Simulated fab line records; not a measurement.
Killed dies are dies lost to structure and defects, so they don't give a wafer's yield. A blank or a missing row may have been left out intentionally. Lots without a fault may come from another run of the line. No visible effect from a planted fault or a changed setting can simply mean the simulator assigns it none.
Matching of chambers || flow n5 finfet || N5_BEOL_M3_PECVD_72 on pecvd-04: 3 sister chambers
The step deposits SiO2 from TEOS/O2, target thk 16 nm, time 18 s. 18 wafers are shown with their chamber, then 9 later ones without.

## WAFERS PAIRED WITH THEIR CHAMBERS
{"wafer": "L075.2", "chamber": 1, "throttle valve pct (%)": 23.1, "heater power w (W)": 791, "showerhead plenum p Torr (Torr)": 8.80}
{"wafer": "L075.4", "chamber": 0, "throttle valve pct (%)": 22.3, "heater power w (W)": 691, "showerhead plenum p Torr (Torr)": 8.77}
{"wafer": "L075.6", "chamber": 2, "throttle valve pct (%)": 22.0, "heater power w (W)": 747, "showerhead plenum p Torr (Torr)": 8.75}
{"wafer": "L076.1", "chamber": 1, "throttle valve pct (%)": 22.9, "heater power w (W)": 901, "showerhead plenum p Torr (Torr)": 8.80}
{"wafer": "L076.4", "chamber": 2, "throttle valve pct (%)": 21.8, "heater power w (W)": 741, "showerhead plenum p Torr (Torr)": 8.75}
{"wafer": "L076.6", "chamber": 1, "throttle valve pct (%)": 22.8, "heater power w (W)": 897, "showerhead plenum p Torr (Torr)": 8.78}
{"wafer": "L081.1", "chamber": 2, "throttle valve pct (%)": 21.9, "heater power w (W)": 674, "showerhead plenum p Torr (Torr)": 8.76}
{"wafer": "L081.3", "chamber": 0, "throttle valve pct (%)": 22.4, "heater power w (W)": 727, "showerhead plenum p Torr (Torr)": 8.79}
{"wafer": "L081.4", "chamber": 0, "throttle valve pct (%)": 22.6, "heater power w (W)": 710, "showerhead plenum p Torr (Torr)": 8.76}
{"wafer": "L080.1", "chamber": 1, "throttle valve pct (%)": 22.8, "heater power w (W)": 926, "showerhead plenum p Torr (Torr)": 8.78}
{"wafer": "L080.2", "chamber": 2, "throttle valve pct (%)": 21.7, "heater power w (W)": 760, "showerhead plenum p Torr (Torr)": 8.75}
{"wafer": "L080.5", "chamber": 2, "throttle valve pct (%)": 21.7, "heater power w (W)": 767, "showerhead plenum p Torr (Torr)": 8.75}
{"wafer": "L082.3", "chamber": 0, "throttle valve pct (%)": 22.1, "heater power w (W)": 731, "showerhead plenum p Torr (Torr)": 8.79}
{"wafer": "L082.5", "chamber": 0, "throttle valve pct (%)": 22.4, "heater power w (W)": 698, "showerhead plenum p Torr (Torr)": 8.79}
{"wafer": "L082.6", "chamber": 1, "throttle valve pct (%)": 22.9, "heater power w (W)": 818, "showerhead plenum p Torr (Torr)": 8.78}
{"wafer": "L083.1", "chamber": 2, "throttle valve pct (%)": 21.7, "heater power w (W)": 763, "showerhead plenum p Torr (Torr)": 8.76}
{"wafer": "L083.5", "chamber": 2, "throttle valve pct (%)": 21.8, "heater power w (W)": 763, "showerhead plenum p Torr (Torr)": 8.76}
{"wafer": "L083.6", "chamber": 1, "throttle valve pct (%)": 22.7, "heater power w (W)": 907, "showerhead plenum p Torr (Torr)": 8.82}

SIGNATURES, as means of the wafers listed above
{"reading": "throttle valve pct", "chamber 0": 22.360, "chamber 1": 22.867, "chamber 2": 21.800, "scatter within a chamber": 0.143}
{"reading": "heater power w", "chamber 0": 711.40, "chamber 1": 873.33, "chamber 2": 745.00, "scatter within a chamber": 38.9}
{"reading": "showerhead plenum p Torr", "chamber 0": 8.7800, "chamber 1": 8.7933, "chamber 2": 8.7543, "scatter within a chamber": 0.0124}
Rule: a wafer's distance from a chamber is the root of the sum, over the readings, of the square of ((its reading less the chamber's mean) divided by the reading's scatter). If the next closest chamber is less than 2 further off than the closest, the wafer can't be placed; otherwise it belongs to the closest. The scatter: take each reading less its chamber's mean, square it, sum over the shown wafers, divide by the number of wafers less the number of chambers, and take the root.

## WAFERS MISSING THEIR CHAMBER
{"wafer": "L092.2", "throttle valve pct (%)": 23.0, "heater power w (W)": 894, "showerhead plenum p Torr (Torr)": 8.79}
{"wafer": "L092.3", "throttle valve pct (%)": 21.9, "heater power w (W)": 766, "showerhead plenum p Torr (Torr)": 8.74}
{"wafer": "L092.4", "throttle valve pct (%)": 22.7, "heater power w (W)": 613, "showerhead plenum p Torr (Torr)": 8.77}
{"wafer": "L097.1", "throttle valve pct (%)": 23.1, "heater power w (W)": 796, "showerhead plenum p Torr (Torr)": 8.80}
{"wafer": "L097.2", "throttle valve pct (%)": 22.0, "heater power w (W)": 718, "showerhead plenum p Torr (Torr)": 8.76}
{"wafer": "L097.6", "throttle valve pct (%)": 22.0, "heater power w (W)": 715, "showerhead plenum p Torr (Torr)": 8.75}
{"wafer": "L094.1", "throttle valve pct (%)": 22.3, "heater power w (W)": 698, "showerhead plenum p Torr (Torr)": 8.75}
{"wafer": "L094.2", "throttle valve pct (%)": 22.9, "heater power w (W)": 900, "showerhead plenum p Torr (Torr)": 8.75}
{"wafer": "L094.6", "throttle valve pct (%)": 22.4, "heater power w (W)": 723, "showerhead plenum p Torr (Torr)": 8.76}

## EACH ONE'S CHAMBER
{"wafer": "L092.2", "from the rows above": 1, "in truth": 1}
{"wafer": "L092.3", "from the rows above": 2, "in truth": 2}
{"wafer": "L092.4", "from the rows above": 0, "in truth": 0}
{"wafer": "L097.1", "from the rows above": 1, "in truth": 1}
{"wafer": "L097.2", "from the rows above": "can't be placed: 2 or 0", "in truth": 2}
{"wafer": "L097.6", "from the rows above": "can't be placed: 2 or 0", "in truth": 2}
{"wafer": "L094.1", "from the rows above": "can't be placed: 0 or 2", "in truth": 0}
{"wafer": "L094.2", "from the rows above": 1, "in truth": 1}
{"wafer": "L094.6", "from the rows above": 0, "in truth": 0}
6 of 9 placed correctly. From these rows, 3 cannot be placed; in 3 the true chamber is one of the candidates. Wrongly placed: 0.
